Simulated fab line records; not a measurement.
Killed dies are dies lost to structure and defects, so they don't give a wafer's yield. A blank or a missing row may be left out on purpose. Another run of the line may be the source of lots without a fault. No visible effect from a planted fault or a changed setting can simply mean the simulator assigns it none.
The tool behind it: which one?    flow nand-harc    6 lots, 17 wafers sampled, at 3 steps of a route of 1159

WHAT EACH GAUGE READ, for each wafer
NHARC_A_CONTACT_OVL_MEAS_09.
lot   measured      on          overlay-x-nm (nm)
L413  day 17 08:33  overlay-02  0.8 1.0 0.8
L416  day 18 06:43  overlay-01  0.6 -0.5 -0.2
L417  day 19 05:38  overlay-01  -1.3 -0.6 -1.2
L424  day 19 21:41  overlay-01  -2.0 -2.2
L427  day 20 18:34  overlay-02  0.8 0.4 0.8
L429  day 21 02:44  overlay-01  1.5 1.3 1.4

EACH LOT AND THE TOOL THAT RAN IT (in order: tool; ch and the chambers of the sampled wafers; start)
lot   NHARC_A_CONTACT_ETCH_125              NHARC_A_CONTACT_ETCH_130
L413  har-cap-etch-03 ch 0,1, day 17 03:16  har-cap-etch-03 ch 0,1, day 17 03:58
L416  har-cap-etch-01 ch 0,1, day 18 00:28  har-cap-etch-01 ch 0,1, day 18 01:10
L417  har-cap-etch-01 ch 0,1, day 18 23:53  har-cap-etch-01 ch 0,1, day 19 00:36
L424  har-cap-etch-03 ch 0, day 19 15:35    har-cap-etch-03 ch 0, day 19 16:50
L427  har-cap-etch-02 ch 0,1, day 20 12:10  har-cap-etch-02 ch 0,1, day 20 12:52
L429  har-cap-etch-02 ch 0,1, day 20 21:58  har-cap-etch-02 ch 0,1, day 20 22:40
- NHARC_A_CONTACT_ETCH_125: etches the open film in C4F8/O2/Ar, time 155 s, target depth 956 nm.
- NHARC_A_CONTACT_ETCH_130: etches the open film in C4F8/O2/Ar, time 155 s, target depth 956 nm.

THE ANSWER, worked out from the rows above alone
Rule: usual is defined by the lots themselves. Put in order of their means at a reading, lots are off if they are a third of the lots or fewer, leave a main group of 4 or more, and stand apart from it by a gap of 3 or more times the standard deviation of the main group's means; of several such gaps the widest counts. A main group is skipped when, at the precision printed for the reading in the tables above, its means are all equal. A lot without any number at a reading at which 4 lots or more have one is off too. The other lots that the step has rows for count as sound.
None of the lots is off at any reading shown; this tells nothing.

WHAT WAS PUT IN BY THE SIMULATOR
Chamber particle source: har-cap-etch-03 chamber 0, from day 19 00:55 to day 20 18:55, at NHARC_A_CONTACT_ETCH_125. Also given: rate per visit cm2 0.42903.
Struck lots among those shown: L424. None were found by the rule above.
